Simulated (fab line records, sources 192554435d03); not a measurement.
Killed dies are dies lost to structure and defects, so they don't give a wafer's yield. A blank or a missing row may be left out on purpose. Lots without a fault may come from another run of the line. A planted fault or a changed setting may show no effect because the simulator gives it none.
One fault seen from 3 desks | flow n5_finfet | each desk has only its own numbers; what lay behind them comes last

THE METROLOGY DESK
What the gauges read, lot by lot, whatever tool the lot ran on: means of the sampled wafers that have a number. A lot is out of limits, marked OUT, if its mean lies more than 4 standard deviations from the usual mean; the brackets give that distance. Of its 12 readings 7 are shown: those that lie furthest out on some lot.
Columns: A = V3_OVL at N5_BEOL_M4_OVL_MEAS_29, usual 0.4 nm; B = DIBL_P at N5_BEOL_M4_RC_MEAS_101, usual 35 mV/V; C = IOFF_N at N5_BEOL_M4_RC_MEAS_101, usual 0.15 nA/um; D = IOFF_P at N5_BEOL_M4_RC_MEAS_101, usual 0.20 nA/um; E = SS_P at N5_BEOL_M4_RC_MEAS_101, usual 73.0 mV/dec; F = VT_N at N5_BEOL_M4_RC_MEAS_101, usual 252 mV; G = VT_P at N5_BEOL_M4_RC_MEAS_101, usual -251 mV
lot  | first seen here | A    | B  | C    | D    | E    | F   | G
L784 | day 8 03:44     | 0.6  | 35 | 0.16 | 0.21 | 73.0 | 249 | -247
L785 | day 8 10:04     | 0.4  | 40 | 0.19 | 0.22 | 73.6 | 248 | -252
L797 | day 11 11:43    | -0.7 | 40 | 0.24 | 0.28 | 74.4 | 245 | -247
L799 | day 11 20:11    | 0.5  | 38 | 0.18 | 0.28 | 74.2 | 247 | -242
L800 | day 12 03:18    | 0.5  | 36 | 0.16 | 0.23 | 73.4 | 248 | -249
L801 | day 12 08:04    | 0.2  | 38 | 0.18 | 0.23 | 73.6 | 246 | -250
L802 | day 12 15:48    | 1.3  | 35 | 0.12 | 0.17 | 72.5 | 254 | -253
This desk's finding: nothing out of limits on any of the 7 lots.

THE DEFECT DESK
What the inspections along the route counted, lot by lot: means of the sampled wafers that have a number. A lot is out of limits, marked OUT, if its mean lies more than 4 standard deviations from the usual mean; the brackets give that distance.
Columns: A = raw_defect_count at N5_BEOL_M4_INSPECT_30, usual 402
lot  | first seen here | A
L784 | day 8 03:49     | 550
L785 | day 8 10:09     | 374
L797 | day 11 11:49    | 469
L799 | day 11 20:17    | 330
L800 | day 12 03:23    | 385
L801 | day 12 08:10    | 439
L802 | day 12 15:53    | 327
This desk's finding: nothing out of limits on any of the 7 lots.

THE TOOL OWNER'S DESK: rie_diel-05
The tool's own readings at N5_BEOL_M4_ETCH_70 (etches SOC in N2/H2, target depth 80 nm, overetch 24 nm, time 130 s): means of the sampled wafers that have a number, for each lot that ran on this tool. A lot is out of limits, marked OUT, if its mean lies more than 4 standard deviations from the usual mean; the brackets give that distance.
Columns: A = drypump_motor_current_A at N5_BEOL_M4_ETCH_70, usual 5.9 A; B = oes_product_au at N5_BEOL_M4_ETCH_70, usual 0.58 a.u.; C = rf_fwd_power_W at N5_BEOL_M4_ETCH_70, usual 835 W; D = rf_vpp_V at N5_BEOL_M4_ETCH_70, usual 525.4 V; E = showerhead_plenum_p_Torr at N5_BEOL_M4_ETCH_70, usual 2.59 Torr; F = temp_c at N5_BEOL_M4_ETCH_70, usual 40.00 C; G = throttle_valve_pct at N5_BEOL_M4_ETCH_70, usual 17.7 %
lot  | first seen here | A   | B    | C   | D     | E    | F     | G
L784 | day 8 07:54     | 5.6 | 0.59 | 836 | 523.4 | 2.54 | 40.04 | 17.7
L799 | day 11 23:18    | 5.8 | 0.60 | 836 | 524.5 | 2.56 | 39.98 | 17.4
L801 | day 12 18:01    | 5.6 | 0.55 | 838 | 523.7 | 2.52 | 39.99 | 17.4
L802 | day 12 23:56    | 6.2 | 0.57 | 839 | 526.8 | 2.63 | 40.05 | 17.3
This desk's finding: nothing out of limits on any of the 4 lots.

PUT TOGETHER
The metrology desk saw nothing out of limits.
The defect desk saw nothing out of limits.
The tool owner's desk saw nothing out of limits.

WHAT THE SIMULATOR HAD PUT IN
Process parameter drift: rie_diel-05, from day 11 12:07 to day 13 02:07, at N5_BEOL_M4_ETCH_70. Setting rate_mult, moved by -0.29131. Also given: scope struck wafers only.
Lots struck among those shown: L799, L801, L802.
